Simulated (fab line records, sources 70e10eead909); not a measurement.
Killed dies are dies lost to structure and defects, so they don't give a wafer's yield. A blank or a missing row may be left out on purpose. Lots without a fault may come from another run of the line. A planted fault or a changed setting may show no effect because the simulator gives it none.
A struck lot beside a sound one | flow nand_harc | 15 steps out of a route of 1302
Sound: wafers L413.1, L413.4, L413.5. Struck: wafers L416.3, L416.5. (L416.4 of the same lot was not struck and is left out.) The cause comes at the end.
At each step with rows: each side's tool, then ch and its chambers, then its first start. Under that, the readings that differ: sound wafers | struck wafers | difference of the means | sigmas: that difference in standard deviations of wafers without a fault.
alike: readings whose means differ by less than 2 such deviations, and words and numbers that are the same on both sides. not compared: withheld readings, readings that some wafer has no value for, bounds like >300 that may hide the same value, and numbers for which the record gives no deviation and whose values overlap.
The two part at a step that has a row with sigmas, a row that says differs or no value, or rows on one side only. Numbers that don't overlap but have no deviation are shown without sigmas and don't part them. A reading that every wafer of one side lacks parts them only if that side has two wafers or more.

first, 1 step without rows for these wafers: NHARC_A_DECK1_JOINT_SRD_15.
NHARC_A_DECK1_JOINT_DEP_16: deposits SiO2, target thk 45 nm.
  sound on pecvd-03 ch 0,1,2, day 14 17:56; struck on pecvd-03 ch 1,2, day 15 22:20
  alike: heater_power_w, throttle_valve_pct
NHARC_A_DECK1_JOINT_THK_MEAS_17: measures by ellipsometry.
  sound on film_metro-01, day 14 18:09; struck on film_metro-01, day 15 22:35
  alike: thk_nm
NHARC_A_DECK1_JOINT_INSPECT_05:
  sound on defect_inspect-02, day 14 18:11; struck on defect_inspect-01, day 15 22:37
  alike: raw_defect_count
then, 1 step without rows for these wafers: NHARC_A_ONON_D2_DEP_00 (target thk 1000 nm).
NHARC_A_ONON_D2_THK_MEAS_02: measures by ellipsometry.
  sound on film_metro-01, day 14 18:46; struck on film_metro-01, day 15 23:19
  alike: thk_nm
then, 1 step without rows for these wafers: NHARC_A_ONON_D2_DEP_03 (target thk 1000 nm).
NHARC_A_ONON_D2_THK_MEAS_05: measures by ellipsometry.
  sound on film_metro-01, day 14 19:22; struck on film_metro-02, day 15 23:53
  alike: thk_nm
then, 1 step without rows for these wafers: NHARC_A_ONON_D2_DEP_06 (target thk 1000 nm).
NHARC_A_ONON_D2_THK_MEAS_08: measures by ellipsometry.
  sound on film_metro-02, day 14 19:55; struck on film_metro-02, day 16 00:26
  alike: thk_nm
then, 1 step without rows for these wafers: NHARC_A_ONON_D2_DEP_09 (target thk 1000 nm).
NHARC_A_ONON_D2_THK_MEAS_11: measures by ellipsometry.
  sound on film_metro-02, day 14 20:29; struck on film_metro-02, day 16 01:01
  reading     | sound          | struck  | difference | sigmas
  thk_nm (nm) | 1010 1010 1010 | 987 988 | -22        | -2
NHARC_A_ONON_D2_DEP_12: target thk 1000 nm.
  sound on pecvd_onon-01 ch 0, day 14 20:32; struck on pecvd_onon-02 ch 0, day 16 01:11
  alike: nh3_flow_sccm
NHARC_A_ONON_D2_THK_MEAS_14: measures by ellipsometry.
  sound on film_metro-01, day 14 21:05; struck on film_metro-01, day 16 01:35
  reading     | sound       | struck  | difference | sigmas
  thk_nm (nm) | 995 996 993 | 637 636 | -358       | -42
then, 1 step without rows for these wafers: NHARC_A_ONON_D2_ANNEAL_15 (time 3600 s).

WHERE THEY PART
First at NHARC_A_ONON_D2_THK_MEAS_11; last, within this record, at NHARC_A_ONON_D2_THK_MEAS_14.

WHY: what the simulator had put in
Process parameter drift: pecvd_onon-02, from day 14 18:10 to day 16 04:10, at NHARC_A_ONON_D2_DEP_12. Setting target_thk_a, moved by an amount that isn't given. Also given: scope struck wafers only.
